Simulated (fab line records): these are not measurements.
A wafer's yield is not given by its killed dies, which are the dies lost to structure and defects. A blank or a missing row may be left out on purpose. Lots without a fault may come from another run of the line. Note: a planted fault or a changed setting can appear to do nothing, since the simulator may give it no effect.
Comparing a struck lot with a sound one	flow nand harc	21 out of 1302 route steps
Sound: these wafers, L299.2, L299.3, L299.6. Wafers L292.1, L292.4, L292.5 were the ones struck. The cause is named last.
For every step that has rows: the tool of each side, followed by ch and its chambers, followed by its first start. Under that, the readings that differ: sound wafers	struck wafers	difference of the means	sigmas: that difference in standard deviations of wafers without a fault.
alike: readings with means less than 2 such deviations apart, plus words and numbers identical on both sides. not compared: withheld readings, readings lacking a value on some wafer, bounds such as >300 that could conceal the same value, and numbers that have no deviation in the record and whose values overlap.
Wherever a step has rows on one side only, a row that says differs or no value, or a row with sigmas, the two part there. Numbers that have no deviation but don't overlap get no sigmas and don't part them. A reading missing from all wafers of one side parts the sides only when that side holds two or more wafers.

NHARC_A_CHANNEL_HOLE_D1_CD_MEAS_18:
  sound on cd sem-02, day 17 14:23; struck on cd sem-02, day 14 15:25
  alike: cd nm
then, 1 step without rows for these wafers: NHARC_A_CHANNEL_HOLE_D1_ETCH_19 (etches the open film in C4F8/O2/Ar, time 34.5 s).
NHARC_A_CHANNEL_HOLE_D1_ETCH_20: etches the open film in C4F8/O2/Ar, time 361.9 s, target depth 1600 nm.
  sound on har etch-01 ch 1, day 17 15:58; struck on har etch-02 ch 0,1, day 14 17:56
reading	sound	struck	difference	sigmas
drypump motor current A (A)	5.4 5.4 5.4	6.2 6.2 5.7	+0.6	+2
  alike: oes air line au, showerhead plenum p Torr, throttle valve pct
  not compared: rf hours counter h
then, 2 steps without rows for these wafers: NHARC_A_CHANNEL_HOLE_D1_ETCH_21 (etches the open film in C4F8/O2/Ar, time 514.3 s, target depth 1600 nm); NHARC_A_CHANNEL_HOLE_D1_ETCH_22 (etches the open film in C4F8/O2/Ar, time 666.7 s, target depth 1600 nm).
NHARC_A_CHANNEL_HOLE_D1_ETCH_23: etches the open film in C4F8/O2/Ar, time 819 s, target depth 1600 nm.
  sound on har etch-01 ch 1, day 17 17:22; struck on har etch-02 ch 0,1, day 14 19:18
  alike: drypump motor current A, oes air line au, showerhead plenum p Torr, throttle valve pct
  not compared: rf hours counter h
then, 1 step without rows for these wafers: NHARC_A_CHANNEL_HOLE_D1_ETCH_24 (etches the open film in C4F8/O2/Ar, time 906.2 s, target depth 1500 nm).
NHARC_A_CHANNEL_HOLE_D1_ETCH_25: etches the open film in C4F8/O2/Ar, time 1040.2 s, target depth 1500 nm.
  sound on har etch-01 ch 1, day 17 18:51; struck on har etch-02 ch 0,1, day 14 20:48
reading	sound	struck	difference	sigmas
oes air line au (a.u.)	0.969 0.978 0.933	1.017 0.990 0.998	+0.042	+2
  alike: drypump motor current A, showerhead plenum p Torr, throttle valve pct
  not compared: rf hours counter h
then, 4 steps without rows for these wafers: NHARC_A_CHANNEL_HOLE_D1_ETCH_26 (etches the open film in C4F8/O2/Ar, time 224.1 s, target depth 300 nm); NHARC_A_CHANNEL_HOLE_D1_ETCH_33 (etches the open film in C4F8/O2/Ar, time 90 s, target depth 400 nm); NHARC_A_CHANNEL_HOLE_D1_STRIP_41 (strips in N2/H2); NHARC_A_CHANNEL_HOLE_D1_STRIP_42 (strips in CF4/CHF3).
NHARC_A_CHANNEL_HOLE_D1_STRIP_43: strips in O2/COS.
  sound on rie diel-07 ch 1,2,3, day 17 20:29; struck on rie diel-07 ch 0,1, day 14 22:26
NHARC_A_CHANNEL_HOLE_D1_ETCH_44: etches the open film in CF4/O2, target depth 140 nm, overetch 14 nm, time 77 s.
  sound on rie diel-07 ch 1,2, day 17 20:32; struck on rie diel-07 ch 0,2,3, day 14 22:29
  alike: drypump motor current A, oes_o_777_au, oes product au, rf vpp V, showerhead plenum p Torr, throttle valve pct
  not compared: rf hours counter h
then, 3 steps without rows for these wafers: NHARC_A_CHANNEL_HOLE_D1_STRIP_27 (strips in O2); NHARC_A_CHANNEL_HOLE_D1_PRECLEAN_28 (cleans in SC1); NHARC_A_CHANNEL_HOLE_D1_SRD_29.
NHARC_A_CHANNEL_HOLE_D1_CD_MEAS_30:
  sound on cd sem-03, day 17 21:20; struck on cd sem-01, day 14 23:16
reading	sound	struck	difference	sigmas
cd nm (nm)	93.2 92.1 93.6	88.3 89.8 90.2	-3.5	-3
NHARC_A_CHANNEL_HOLE_D1_XSEM_31:
  sound on xsem-01 ch 0, day 17 21:25; struck on xsem-02 ch 0, day 14 23:22
reading	sound	struck	difference	sigmas
bot cd nm (nm)	78.3 77.1 78.5	73.3 74.5 74.6	-3.8	-3
  alike: bow nm, tilt deg
NHARC_A_CHANNEL_HOLE_D1_INSPECT_40:
  sound on defect inspect-02, day 17 21:31; struck on defect inspect-01, day 14 23:38
reading	sound	struck	difference	sigmas
raw defect count	70 66 40	390 370 371	+318	+11
  not compared: hold
-- the record jumps here: 15 days lie between the struck wafers' starts before and after (it left off in module A_CHANNEL_HOLE_D1 and takes up again in module END, whose first step shown is number 1302 of the route) --
NHARC_END_SORT_01:
  sound on prober-02 ch 0, day 33 15:09; struck on prober-02 ch 0, day 30 06:21
reading	sound	struck	difference	sigmas
killed at array	45 43 25	78 104 102	+57	+3
killed dies	50 43 31	86 105 104	+57	+3
  alike: killed at other, killed at periphery, killed open, killed short

WHERE THEY PART
Last at NHARC_END_SORT_01 as far as this record goes, first at NHARC_A_CHANNEL_HOLE_D1_ETCH_20.

WHY: what the simulator had put in
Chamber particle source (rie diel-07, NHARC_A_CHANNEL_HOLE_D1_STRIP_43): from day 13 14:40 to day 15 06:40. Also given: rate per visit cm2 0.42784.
